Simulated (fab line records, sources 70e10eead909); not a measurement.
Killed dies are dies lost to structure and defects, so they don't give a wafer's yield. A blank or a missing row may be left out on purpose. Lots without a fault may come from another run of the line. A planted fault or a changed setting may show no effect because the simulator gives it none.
fab line records | flow nand_harc
record lots=6 wafers=18 last_day=24
route steps=1159 shown A_BONDPAD@1065
lots that met no fault: from a run of the same line without faults
start_h: hours from the record's first day to the start of the lot's first wafer shown | wait_h: hours since the lot's step before | " the same as in the row above | L1.1+2: a row that stands for several wafers | - no value, or no start given | * or withheld: withheld | < > ~ a bound
route shown NAME@n: a module of which the file shows steps, and the number in the route of the first | usual: mean/standard deviation of fault-free wafers | same: alike in all rows | chamber/n: place in a boat | sites: the reading at each site | _std_site: their standard deviation | _edge_site: outer sites' mean less inner sites' | radius_mm: how far each site lies from the wafer's centre | mask NAME#n: copy n | behind: the tool/chamber that last shaped the wafer | hold: why the lot was held/for how many hours/how that ended | device: the transistor (n, p or np) that didn't switch | end of line: the same wafers' tests at the end of the route | a step without rows: its recipe alone | killed: dies lost to structure and defects at the first sort, not the wafer's yield | map: a wafer's dies, x killed, . not, _ none there
set.NAME: the setting as run; set.NAME@STEP: as run at that earlier step | model.NAME: the simulator's own value behind a step, which no gauge read
lots at some steps of the route; a table a step, a row a wafer
services: from which hour (start_h, from the record's first day; less than 0 if before it) a tool's chamber was out of use, for how many hours, and why
## steps
# step NHARC_A_BONDPAD_COAT_33
# recipe temp_c=200 time_s=65
# step NHARC_A_BONDPAD_COAT_03
# recipe spin_rpm=2000 resist_thk_nm=600
# step NHARC_A_BONDPAD_SOFTBAKE_04
# recipe temp_c=125 time_s=70
# step NHARC_A_BONDPAD_EBR_05
# step NHARC_A_BONDPAD_EXPOSE_06
# recipe na=0.55 dose_mj=36.99 mask_id=A_BPAD
# step NHARC_A_BONDPAD_PEB_07
# recipe peb_temp_c=128 peb_time_s=80
# step NHARC_A_BONDPAD_DEVELOP_08
# recipe time_s=50 dev_temp_c=22
# step NHARC_A_BONDPAD_CD_MEAS_09
# recipe target_cd_nm=500 landing_energy_ev=500
# usual cd_nm=498.9/1.8
# columns lot.wafer tool chamber start_h wait_h cd_nm
L856.2 cd_sem-01 0 421.38 - 498.3
L856.5 " 0 " " 499.0
L856.6 " 0 " " 495.1
L859.3 cd_sem-02 0 454.86 - 500.7
L859.4 " 0 " " 498.4
L859.6 " 0 " " 499.0
L866.1 cd_sem-02 0 472.71 - 501.5
L866.3 " 0 " " 498.0
L866.5 " 0 " " 499.1
L864.1 cd_sem-02 0 489.79 - 497.0
L864.3 " 0 " " 498.2
L864.6 " 0 " " 500.4
L871.3 cd_sem-01 0 519.60 - 500.3
L871.4 " 0 " " 499.4
L871.5 " 0 " " 500.9
L872.2 cd_sem-01 0 535.94 - 497.4
L872.3 " 0 " " 497.8
L872.5 " 0 " " 500.0
# step NHARC_A_BONDPAD_OVL_MEAS_35
# usual overlay_x_nm=-1/6.7 overlay_y_nm=0/5.8
# columns lot.wafer tool chamber start_h wait_h overlay_x_nm overlay_y_nm
L856.2 overlay-01 - 421.46 - -6 -13
L856.5 " - " " -7 -14
L856.6 " - " " -6 -14
L859.3 overlay-02 - 454.95 - -10 6
L859.4 " - " " -10 6
L859.6 " - " " -10 6
L866.1 overlay-01 - 472.79 - 0 10
L866.3 " - " " 0 9
L866.5 " - " " 0 10
L864.1 overlay-01 - 489.87 - 3 1
L864.3 " - " " 4 0
L864.6 " - " " 3 0
L871.3 overlay-02 - 519.68 - -11 -6
L871.4 " - " " -11 -6
L871.5 " - " " -11 -6
L872.2 overlay-01 - 536.03 - 8 1
L872.3 " - " " 8 2
L872.5 " - " " 8 1
# step NHARC_A_BONDPAD_HARDBAKE_10
# recipe temp_c=118 time_s=65
# step NHARC_A_BONDPAD_DESCUM_11
# recipe time_s=3 o2_flow_sccm=200 ar_flow_sccm=0 bias_power_w=0 chemistry=O2
# usual drypump_motor_current_A=5.8/0.5 oes_product_au=1.001/0.0089 rf_vpp_V=57.8/0.92 showerhead_plenum_p_Torr=1.91/0.098 throttle_valve_pct=11.312/0.0089
# same bias_power_w=0 time_s=3
# columns lot.wafer tool chamber start_h wait_h drypump_motor_current_A oes_product_au rf_hours_counter_h rf_vpp_V showerhead_plenum_p_Torr throttle_valve_pct
L856.2 rie_diel-05 2 421.61 - 5.9 1.006 3 57.5 1.84 11.312
L856.5 " 0 " " 4.8 1.002 - 58.6 1.79 11.309
L856.6 " 1 " " 5.8 1.002 - 59.1 1.97 11.329
L859.3 rie_diel-07 0 455.07 - 6.0 1.011 8 57.3 1.94 11.309
L859.4 " 0 " " 6.0 1.018 - 56.8 1.94 11.300
L859.6 " 3 " " 5.7 0.998 - 56.3 1.81 11.300
L866.3 rie_diel-05 1 472.92 - 5.8 0.991 5 59.3 1.97 11.310
L866.1 " 0 " " 4.8 0.997 5 57.0 1.79 11.307
L866.5 " 1 " " 5.8 0.989 - 59.2 1.97 11.309
L864.3 rie_diel-05 2 490.00 - 5.9 0.999 6 58.4 1.84 11.322
L864.1 " 1 " " 5.8 0.984 5 58.2 1.97 11.325
L864.6 " 2 " " 6.0 0.997 - 56.2 1.84 11.316
L871.3 rie_diel-07 2 519.83 - 6.0 1.007 23 57.5 1.81 11.316
L871.5 " 1 " " 5.7 0.994 - 58.4 2.04 11.311
L871.4 " 2 " " 5.9 0.999 - 57.1 1.81 11.312
L872.2 rie_diel-07 0 536.15 - 6.0 1.004 16 56.5 1.94 11.302
L872.3 " 1 " " 5.6 0.999 24 57.5 2.04 11.315
L872.5 " 3 " " 5.7 0.996 - 57.6 1.81 11.306
# step NHARC_A_BONDPAD_ETCH_34
# recipe target_depth_a=600 overetch_a=180 time_s=65.91 ion_energy_ev=200 n2_flow_sccm=150 h2_flow_sccm=150 ar_flow_sccm=0 rf_w=400 bias_w=150 chemistry=N2/H2
# usual drypump_motor_current_A=5.8/0.5 h2_flow_sccm=150.0/0.42 oes_product_au=1.002/0.009 rf_fwd_power_W=397.3/1.3 rf_vpp_V=431/3 showerhead_plenum_p_Torr=2.04/0.11 throttle_valve_pct=14.171/0.0098
# same time_s=65.91
# columns lot.wafer tool chamber start_h wait_h drypump_motor_current_A h2_flow_sccm oes_product_au rf_fwd_power_W rf_hours_counter_h rf_vpp_V showerhead_plenum_p_Torr throttle_valve_pct
L856.2 rie_diel-05 0 421.69 0.1 4.8 149.6 1.007 398.7 3 427 1.91 14.161
L856.6 " 1 " " 5.8 150.7 0.995 399.1 - 432 2.10 14.168
L856.5 " 2 " " 5.9 150.0 1.000 396.3 - 430 1.96 14.198
L859.3 rie_diel-07 0 455.18 0.1 5.9 149.8 1.014 398.0 8 431 2.07 14.169
L859.4 " 3 " " 5.7 149.7 0.996 395.3 - 429 1.93 14.171
L859.6 " 2 " " 5.9 149.8 1.009 399.2 - 427 1.93 14.182
L866.1 rie_diel-05 3 473.02 0.1 6.4 150.9 0.997 396.9 5 434 2.18 14.161
L866.3 " 0 " " 4.8 149.9 0.997 399.9 5 428 1.91 14.162
L866.5 " 1 " " 5.8 150.4 0.988 396.6 - 431 2.10 14.174
L864.3 rie_diel-05 0 490.09 0.1 4.8 149.2 1.001 397.8 6 427 1.91 14.164
L864.1 " 2 " " 5.9 150.0 0.997 395.8 6 429 1.96 14.180
L864.6 " 3 " " 6.4 150.0 1.006 399.5 - 434 2.18 14.170
L871.3 rie_diel-07 1 519.93 0.1 5.7 150.2 1.013 399.2 19 435 2.17 14.178
L871.4 " 2 " " 5.9 149.2 1.013 397.1 - 427 1.92 14.174
L871.5 " 3 " " 5.7 150.8 0.995 395.4 - 429 1.93 14.172
L872.3 rie_diel-07 3 536.26 0.1 5.7 149.9 0.998 394.1 23 429 1.92 14.153
L872.2 " 0 " " 6.0 150.4 1.010 396.4 16 432 2.06 14.172
L872.5 " 1 " " 5.7 150.5 1.000 399.9 - 434 2.17 14.167
# step NHARC_A_BONDPAD_ETCH_12
# recipe target_depth_a=2200 time_s=110 chf3_flow_sccm=50 o2_flow_sccm=10 ar_flow_sccm=200 rf_w=500 bias_w=200 chemistry=CHF3/O2
# usual drypump_motor_current_A=5.8/0.51 oes_product_au=0.945/0.023 rf_fwd_power_W=497.8/1.6 rf_vpp_V=370.6/2.8 showerhead_plenum_p_Torr=2.40/0.12 throttle_valve_pct=20.572/0.0081
# same time_s=110
# columns lot.wafer tool chamber start_h wait_h drypump_motor_current_A oes_product_au rf_fwd_power_W rf_hours_counter_h rf_vpp_V showerhead_plenum_p_Torr throttle_valve_pct
L856.2 rie_diel-05 1 421.77 - 5.8 0.957 499.2 3 371.4 2.47 20.582
L856.6 " 1 " " 5.8 0.963 498.9 - 372.0 2.47 20.579
L856.5 " 2 " " 6.0 0.980 498.6 - 369.1 2.32 20.576
L859.3 rie_diel-07 3 455.29 - 5.7 0.925 496.8 9 367.8 2.28 20.569
L859.6 " 2 " " 5.9 0.932 501.3 - 367.9 2.28 20.563
L859.4 " 3 " " 5.7 0.925 497.0 - 369.7 2.28 20.556
L866.1 rie_diel-05 0 473.11 - 4.8 0.720 297.4 5 368.2 2.26 20.576
L866.3 " 1 " " 5.8 0.715 296.8 5 371.9 2.47 20.586
L866.5 " 3 " " 6.4 0.710 295.1 - 373.6 2.56 20.583
L864.3 rie_diel-05 0 490.18 - 4.8 0.701 297.6 6 368.0 2.26 20.590
L864.1 " 3 " " 6.4 0.710 298.6 6 372.9 2.56 20.575
L864.6 " 0 " " 4.8 0.702 299.4 - 367.6 2.26 20.566
L871.3 rie_diel-07 2 520.09 - 5.9 0.928 496.1 23 367.7 2.27 20.565
L871.4 " 3 " " 5.7 0.915 498.4 - 367.5 2.28 20.582
L871.5 " 1 " " 5.7 0.933 498.7 - 372.8 2.55 20.570
L872.3 rie_diel-07 3 536.37 - 5.7 0.909 494.2 23 366.3 2.27 20.575
L872.2 " 0 " " 5.9 0.962 494.2 16 369.6 2.43 20.571
L872.5 " 0 " " 5.9 0.960 496.6 - 371.8 2.43 20.577
# step NHARC_A_BONDPAD_CD_MEAS_13
# usual cd_nm=498.6/1.9
# columns lot.wafer tool chamber start_h wait_h cd_nm
L856.2 cd_sem-02 - 421.91 - 498.3
L856.5 " - " " 500.0
L856.6 " - " " 495.2
L859.3 cd_sem-02 - 455.44 - 500.1
L859.4 " - " " 497.7
L859.6 " - " " 499.6
L866.1 cd_sem-02 - 473.23 - 498.6
L866.3 " - " " 495.1
L866.5 " - " " 495.6
L864.1 cd_sem-01 - 490.31 - 493.4
L864.3 " - " " 495.5
L864.6 " - " " 495.8
L871.3 cd_sem-02 - 520.26 - 499.3
L871.4 " - " " 499.6
L871.5 " - " " 500.7
L872.2 cd_sem-01 - 536.52 - 497.1
L872.3 " - " " 497.5
L872.5 " - " " 500.1
## services
# columns tool chamber start_h hours kind
rie_diel-05 0 398.64 - clean
rie_diel-05 1 398.64 - clean
rie_diel-05 2 398.64 - clean
rie_diel-05 3 398.64 - clean
rie_diel-07 3 403.93 - consumable_replace:focus_ring
rie_diel-07 3 403.93 9.0 scheduled_down
rie_diel-07 3 403.93 9.0 vent_cycle
rie_diel-07 - 405.54 9.0 pm
rie_diel-07 0 405.54 9.0 vent_cycle
rie_diel-07 1 405.54 9.0 vent_cycle
rie_diel-07 2 405.54 9.0 vent_cycle
rie_diel-07 0 414.54 - clean
rie_diel-07 1 414.54 - clean
rie_diel-07 2 414.54 - clean
rie_diel-07 3 414.54 - clean
rie_diel-05 0 423.19 - clean
rie_diel-05 1 423.19 - clean
rie_diel-07 1 443.78 15.8 repair
rie_diel-07 3 455.74 8.6 repair
rie_diel-07 0 460.08 4.2 repair
rie_diel-07 0 496.93 32.6 repair
rie_diel-05 - 517.60 9.0 pm
rie_diel-07 - 532.13 0.5 repair
rie_diel-07 2 533.45 4.9 repair
## key
first_sign step=NHARC_A_BONDPAD_ETCH_12 reading=rf_fwd_power_W direction=down sigmas=99+ usual=* struck=*
effect step=NHARC_A_BONDPAD_ETCH_12 reading=oes_product_au direction=down sigmas=10 usual=0.945 struck=0.710
effect step=NHARC_A_BONDPAD_CD_MEAS_13 reading=cd_nm direction=down sigmas=1.5 usual=498.6 struck=495.7
met_at NHARC_A_BONDPAD_ETCH_12
struck_wafers L864.1,L864.3,L864.6,L866.1,L866.3,L866.5
later_rows_left_out L864.1,L864.3,L864.6,L866.1,L866.3,L866.5
sort_left_out L864.1,L864.3,L864.6,L866.1,L866.3,L866.5
onset_between 421.77 473.11
fault kind=process_parameter_drift tool=rie_diel-05 chamber=- onset_h=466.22 steps=NHARC_A_BONDPAD_ETCH_12 channel=rf_w offset=* shape=step end_h=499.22 acts_in=* stated=*
# sort_left_out: the simulated sort isn't trusted on such a fault, so these wafers' sort isn't shown, and their yield isn't known
# later_rows_left_out: the simulator's readings of these wafers behind a module that went badly wrong aren't trusted and aren't shown, but for the sort
